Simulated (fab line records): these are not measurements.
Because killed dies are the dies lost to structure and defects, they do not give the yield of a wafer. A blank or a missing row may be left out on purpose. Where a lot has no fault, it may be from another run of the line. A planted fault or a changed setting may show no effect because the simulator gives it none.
Matching of chambers + flow n5_finfet + N5_BEOL_M1_PRE_CLEAN_60 on cvd_co-02 has 3 sister chambers
The step time 15 s. 36 wafers are shown with their chamber, then 12 later ones without.

WAFERS PAIRED WITH THEIR CHAMBERS
| wafer  | chamber | heater_power_w (W) |
|--------|---------|--------------------|
| L075.3 | 2       | 85                 |
| L075.5 | 2       | 84                 |
| L075.6 | 0       | 73                 |
| L076.1 | 2       | 83                 |
| L076.2 | 1       | 85                 |
| L076.3 | 0       | 73                 |
| L076.4 | 0       | 73                 |
| L076.5 | 2       | 86                 |
| L076.6 | 1       | 86                 |
| L078.1 | 0       | 74                 |
| L078.2 | 2       | 83                 |
| L078.3 | 1       | 87                 |
| L078.4 | 0       | 73                 |
| L078.5 | 1       | 86                 |
| L078.6 | 2       | 85                 |
| L079.1 | 1       | 86                 |
| L079.2 | 2       | 84                 |
| L079.3 | 0       | 75                 |
| L079.4 | 0       | 75                 |
| L079.5 | 2       | 85                 |
| L079.6 | 1       | 85                 |
| L084.1 | 2       | 86                 |
| L084.2 | 0       | 73                 |
| L084.3 | 1       | 87                 |
| L084.4 | 1       | 87                 |
| L084.5 | 2       | 84                 |
| L084.6 | 0       | 75                 |
| L087.3 | 1       | 88                 |
| L087.5 | 2       | 88                 |
| L087.6 | 1       | 85                 |
| L088.1 | 1       | 88                 |
| L088.3 | 0       | 73                 |
| L088.5 | 1       | 86                 |
| L091.1 | 2       | 86                 |
| L091.2 | 0       | 76                 |
| L091.4 | 2       | 85                 |

SIGNATURES, as means of the wafers listed above
| reading        | chamber 0 | chamber 1 | chamber 2 | scatter within a chamber |
|----------------|-----------|-----------|-----------|--------------------------|
| heater_power_w | 73.91     | 86.33     | 84.92     | 1.21                     |
Rule: for a wafer and a chamber, the distance is found by dividing, reading by reading, the gap between the wafer's reading and the chamber's mean by the reading's scatter, squaring, summing and taking the root. If the next closest chamber is less than 2 further off than the closest, the wafer can't be placed; otherwise it belongs to the closest. The scatter: take each reading less its chamber's mean, square it, sum over the shown wafers, divide by the number of wafers less the number of chambers, and take the root.

WAFERS WHOSE CHAMBER IS MISSING
| wafer  | heater_power_w (W) |
|--------|--------------------|
| L090.1 | 86                 |
| L090.2 | 87                 |
| L090.4 | 74                 |
| L094.1 | 86                 |
| L094.3 | 71                 |
| L094.4 | 75                 |
| L097.2 | 74                 |
| L097.5 | 86                 |
| L097.6 | 87                 |
| L096.1 | 86                 |
| L096.5 | 86                 |
| L096.6 | 87                 |

THE CHAMBER EACH PASSED THROUGH
| wafer  | from the rows above     | in truth |
|--------|-------------------------|----------|
| L090.1 | can't be placed: 1 or 2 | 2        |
| L090.2 | can't be placed: 1 or 2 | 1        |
| L090.4 | 0                       | 0        |
| L094.1 | can't be placed: 1 or 2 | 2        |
| L094.3 | 0                       | 0        |
| L094.4 | 0                       | 0        |
| L097.2 | 0                       | 0        |
| L097.5 | can't be placed: 1 or 2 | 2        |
| L097.6 | can't be placed: 1 or 2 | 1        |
| L096.1 | can't be placed: 1 or 2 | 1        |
| L096.5 | can't be placed: 1 or 2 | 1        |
| L096.6 | can't be placed: 1 or 2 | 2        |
Correctly placed: 4 of 12. These rows do not allow placing 8 (true chamber among the candidates in 8). Wrongly placed: 0.
